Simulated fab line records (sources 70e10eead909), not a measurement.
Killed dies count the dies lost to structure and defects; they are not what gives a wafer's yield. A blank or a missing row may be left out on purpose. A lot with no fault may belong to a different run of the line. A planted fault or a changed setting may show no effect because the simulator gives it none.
Which tool is to blame? :: flow nandHarc :: 15 lots with 45 wafers sampled at 2 steps, on a route of 1302 steps

WHAT THE GAUGES SHOWED, per wafer
NHARC_A_CHANNEL_HOLE_D1_CD_MEAS_18. Usual: cdNm at 99.1 nm, with a standard deviation of 2.1.
lot: L433
measured: day 8 19:38
on: cdSem-03
cdNm (nm): 97.8 95.6 100.0
flag: 

lot: L435
measured: day 9 22:13
on: cdSem-02
cdNm (nm): 101.4 99.3 103.4
flag: 

lot: L436
measured: day 10 09:06
on: cdSem-03
cdNm (nm): 95.3 95.5 95.4
flag: 

lot: L437
measured: day 10 09:00
on: cdSem-01
cdNm (nm): 97.0 99.4 96.5
flag: 

lot: L440
measured: day 11 21:29
on: cdSem-02
cdNm (nm): 97.3 94.3 99.7
flag: 

lot: L439
measured: day 11 21:56
on: cdSem-02
cdNm (nm): 97.4 97.9 95.2
flag: 

lot: L441
measured: day 12 04:41
on: cdSem-03
cdNm (nm): 98.4 97.2 98.1
flag: 

lot: L444
measured: day 13 06:53
on: cdSem-01
cdNm (nm): - - -
flag: OFF

lot: L443
measured: day 13 08:13
on: cdSem-03
cdNm (nm): - - -
flag: OFF

lot: L445
measured: day 13 22:47
on: cdSem-01
cdNm (nm): - - -
flag: OFF

lot: L447
measured: day 14 10:39
on: cdSem-03
cdNm (nm): 102.0 99.9 100.2
flag: 

lot: L446
measured: day 14 12:27
on: cdSem-03
cdNm (nm): 95.3 98.0 98.7
flag: 

lot: L453
measured: day 17 20:43
on: cdSem-03
cdNm (nm): 98.9 100.7 98.1
flag: 

lot: L454
measured: day 17 22:40
on: cdSem-03
cdNm (nm): 102.1 98.3 100.1
flag: 

lot: L455
measured: day 18 00:22
on: cdSem-03
cdNm (nm): 102.5 98.2 100.3
flag: 

WHAT TOOL EACH LOT RAN ON (gives the tool, then ch and the chambers of the sampled wafers, and finally the start)
lot: L433
NHARC_A_CHANNEL_HOLE_D1_EXPOSE_07: arfiScanner-03 ch 0, day 8 17:47

lot: L435
NHARC_A_CHANNEL_HOLE_D1_EXPOSE_07: arfiScanner-03 ch 0, day 9 20:47

lot: L436
NHARC_A_CHANNEL_HOLE_D1_EXPOSE_07: arfiScanner-01 ch 0, day 10 07:13

lot: L437
NHARC_A_CHANNEL_HOLE_D1_EXPOSE_07: arfiScanner-01 ch 0, day 10 07:34

lot: L440
NHARC_A_CHANNEL_HOLE_D1_EXPOSE_07: arfiScanner-03 ch 0, day 11 20:03

lot: L439
NHARC_A_CHANNEL_HOLE_D1_EXPOSE_07: arfiScanner-02 ch 0, day 11 20:31

lot: L441
NHARC_A_CHANNEL_HOLE_D1_EXPOSE_07: arfiScanner-02 ch 0, day 12 03:13

lot: L444
NHARC_A_CHANNEL_HOLE_D1_EXPOSE_07: arfiScanner-01, day 13 05:27

lot: L443
NHARC_A_CHANNEL_HOLE_D1_EXPOSE_07: arfiScanner-03, day 13 06:47

lot: L445
NHARC_A_CHANNEL_HOLE_D1_EXPOSE_07: arfiScanner-02, day 13 21:20

lot: L447
NHARC_A_CHANNEL_HOLE_D1_EXPOSE_07: arfiScanner-03 ch 0, day 14 09:13

lot: L446
NHARC_A_CHANNEL_HOLE_D1_EXPOSE_07: arfiScanner-03 ch 0, day 14 10:49

lot: L453
NHARC_A_CHANNEL_HOLE_D1_EXPOSE_07: arfiScanner-03 ch 0, day 17 19:17

lot: L454
NHARC_A_CHANNEL_HOLE_D1_EXPOSE_07: arfiScanner-03 ch 0, day 17 21:13

lot: L455
NHARC_A_CHANNEL_HOLE_D1_EXPOSE_07: arfiScanner-02 ch 0, day 17 22:56
- NHARC_A_CHANNEL_HOLE_D1_EXPOSE_07: exposes mask HOLE D1, target cd 100 nm.

AS READ BY THE TOOLS THEMSELVES (means over the sampled wafers that have a number; for cases with no such wafer, the mark the record gives instead)
NHARC_A_CHANNEL_HOLE_D1_EXPOSE_07. Usual: exposureDoseMJCm2 59.66, standard deviation 0.061; focusOffsetNm 0.0 nm, standard deviation 0.5.
lot: L433
tool: arfiScanner-03
exposureDoseMJCm2: 59.61
focusOffsetNm (nm): -0.4
flag: 

lot: L435
tool: arfiScanner-03
exposureDoseMJCm2: 59.64
focusOffsetNm (nm): -0.1
flag: 

lot: L436
tool: arfiScanner-01
exposureDoseMJCm2: 59.69
focusOffsetNm (nm): 0.4
flag: 

lot: L437
tool: arfiScanner-01
exposureDoseMJCm2: 59.54
focusOffsetNm (nm): 0.1
flag: 

lot: L440
tool: arfiScanner-03
exposureDoseMJCm2: 59.67
focusOffsetNm (nm): 0.5
flag: 

lot: L439
tool: arfiScanner-02
exposureDoseMJCm2: 59.64
focusOffsetNm (nm): -0.1
flag: 

lot: L441
tool: arfiScanner-02
exposureDoseMJCm2: 59.66
focusOffsetNm (nm): -0.7
flag: 

lot: L444
tool: arfiScanner-01
exposureDoseMJCm2: -
focusOffsetNm (nm): -
flag: OFF

lot: L443
tool: arfiScanner-03
exposureDoseMJCm2: -
focusOffsetNm (nm): -
flag: OFF

lot: L445
tool: arfiScanner-02
exposureDoseMJCm2: -
focusOffsetNm (nm): -
flag: OFF

lot: L447
tool: arfiScanner-03
exposureDoseMJCm2: 59.76
focusOffsetNm (nm): 0.1
flag: 

lot: L446
tool: arfiScanner-03
exposureDoseMJCm2: 59.64
focusOffsetNm (nm): -0.3
flag: 

lot: L453
tool: arfiScanner-03
exposureDoseMJCm2: 59.69
focusOffsetNm (nm): 0.1
flag: 

lot: L454
tool: arfiScanner-03
exposureDoseMJCm2: 59.68
focusOffsetNm (nm): -0.1
flag: 

lot: L455
tool: arfiScanner-02
exposureDoseMJCm2: 59.60
focusOffsetNm (nm): 0.8
flag: 

THE ANSWER, worked out from the rows above alone
Rule: take the mean of a lot's wafers that have a number; if it is more than 3 standard deviations from the usual mean, the lot is off. A lot without any number at a reading at which 4 lots or more have one is off too. All remaining lots with rows at the step are treated as sound. Order of review: gauges by route order, followed by the tools' own readings, for which a lot's mean as printed above is used. At the first step where some lot is off, the reading lying furthest off is the one used; lots without a number count as furthest.
Off, at NHARC_A_CHANNEL_HOLE_D1_CD_MEAS_18 on cdNm: L444, L443, L445. Without a number there: L444, L443, L445.
If a tool, at a process step before that reading, ran all the lots that are off and no sound lot after the first of them, it fits. The gauges at NHARC_A_CHANNEL_HOLE_D1_CD_MEAS_18 aren't tried: what is off there is off at NHARC_A_CHANNEL_HOLE_D1_EXPOSE_07 too, on other tools, and a gauge's error can't cause that. None of those tried fits.

WHAT WAS PUT IN BY THE SIMULATOR
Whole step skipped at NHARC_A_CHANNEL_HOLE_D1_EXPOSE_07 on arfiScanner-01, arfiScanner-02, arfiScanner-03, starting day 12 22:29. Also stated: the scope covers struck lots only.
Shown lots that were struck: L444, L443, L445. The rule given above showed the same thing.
